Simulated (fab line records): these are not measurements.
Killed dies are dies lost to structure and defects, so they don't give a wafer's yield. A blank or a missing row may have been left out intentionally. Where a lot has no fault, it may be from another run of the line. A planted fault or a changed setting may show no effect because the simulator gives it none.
Comparing a struck lot with a sound one || flow nand_harc || 14 steps out of a route of 1302
Sound: the wafers L573.2, L573.3, L573.6. Struck: wafer L570.6. (L570.1, L570.2 of the same lot were not struck and are left out.) The cause comes at the end.
For every step that has rows: the tool of each side, followed by ch and its chambers, followed by its first start. Under that, the readings that differ: sound wafers || struck wafers || difference of the means || sigmas: that difference in standard deviations of wafers without a fault.
alike: words and numbers the same on both sides, and readings whose means are apart by under 2 such deviations; not compared: readings that were withheld, readings missing a value for some wafer, numbers with overlapping values and no deviation given by the record, and bounds like >300 which may hide the same value.
Wherever a step has rows on one side only, a row that says differs or no value, or a row with sigmas, the two part there. Numbers that have no deviation but don't overlap get no sigmas and don't part them. A reading that every wafer of one side lacks parts them only if that side has two wafers or more.

first, 2 steps without rows for these wafers: NHARC_A_SOURCE_PLATE_CVD_03 (deposits poly-Si, target thk 200 nm, time 4000 s); NHARC_A_SOURCE_PLATE_ANNEAL_05 (time 1800 s).
NHARC_A_SOURCE_PLATE_THK_MEAS_06: measures by ellipsometry.
  sound: film_metro-02 at day 14 14:22; struck: film_metro-02 at day 13 04:38
  alike: thk_nm
NHARC_A_SOURCE_PLATE_INSPECT_08:
  sound: defect_inspect-02 at day 14 14:26; struck: defect_inspect-01 at day 13 04:42
  alike: raw_defect_count
then, 1 step without rows for these wafers: NHARC_A_ONON_D1_DEP_00 (target thk 1000 nm).
NHARC_A_ONON_D1_THK_MEAS_02: measures by ellipsometry.
  sound: film_metro-01 at day 14 15:00; struck: film_metro-01 at day 13 05:17
  alike: thk_nm
then, 1 step without rows for these wafers: NHARC_A_ONON_D1_DEP_03 (target thk 1000 nm).
NHARC_A_ONON_D1_THK_MEAS_05: measures by ellipsometry.
  sound: film_metro-02 at day 14 15:34; struck: film_metro-01 at day 13 05:51
  alike: thk_nm
then, 1 step without rows for these wafers: NHARC_A_ONON_D1_DEP_06 (target thk 1000 nm).
NHARC_A_ONON_D1_THK_MEAS_08: measures by ellipsometry.
  sound: film_metro-02 at day 14 16:08; struck: film_metro-02 at day 13 06:25
{"reading": "thk_nm (nm)", "sound": "1009 1012 1010", "struck": 990, "difference": -20, "sigmas": -2}
NHARC_A_ONON_D1_DEP_09: target thk 1000 nm.
  sound on pecvd_onon-04 ch 0, day 14 16:14; struck on pecvd_onon-03 ch 0, day 13 06:28
  alike: susceptor_temp_C
NHARC_A_ONON_D1_THK_MEAS_11: measures by ellipsometry.
  sound: film_metro-02 at day 14 16:42; struck: film_metro-02 at day 13 06:59
{"reading": "thk_nm (nm)", "sound": "1007 1005 1006", "struck": 1446, "difference": "+440", "sigmas": "+52"}
then, 1 step without rows for these wafers: NHARC_A_ONON_D1_DEP_12 (target thk 1000 nm).
-- jump in the record: it breaks off in module A_ONON_D1 and resumes in module END (first step shown: number 1302 of the route), and 17 days separate the struck wafers' starts before and after --
NHARC_END_SORT_01:
  the record has rows for the struck wafers here (prober-01 ch 0, day 30 10:04) and none for the sound ones

## WHERE THEY PART
First at NHARC_A_ONON_D1_THK_MEAS_08; last, within this record, at NHARC_END_SORT_01.

WHY: whatever the simulator had introduced
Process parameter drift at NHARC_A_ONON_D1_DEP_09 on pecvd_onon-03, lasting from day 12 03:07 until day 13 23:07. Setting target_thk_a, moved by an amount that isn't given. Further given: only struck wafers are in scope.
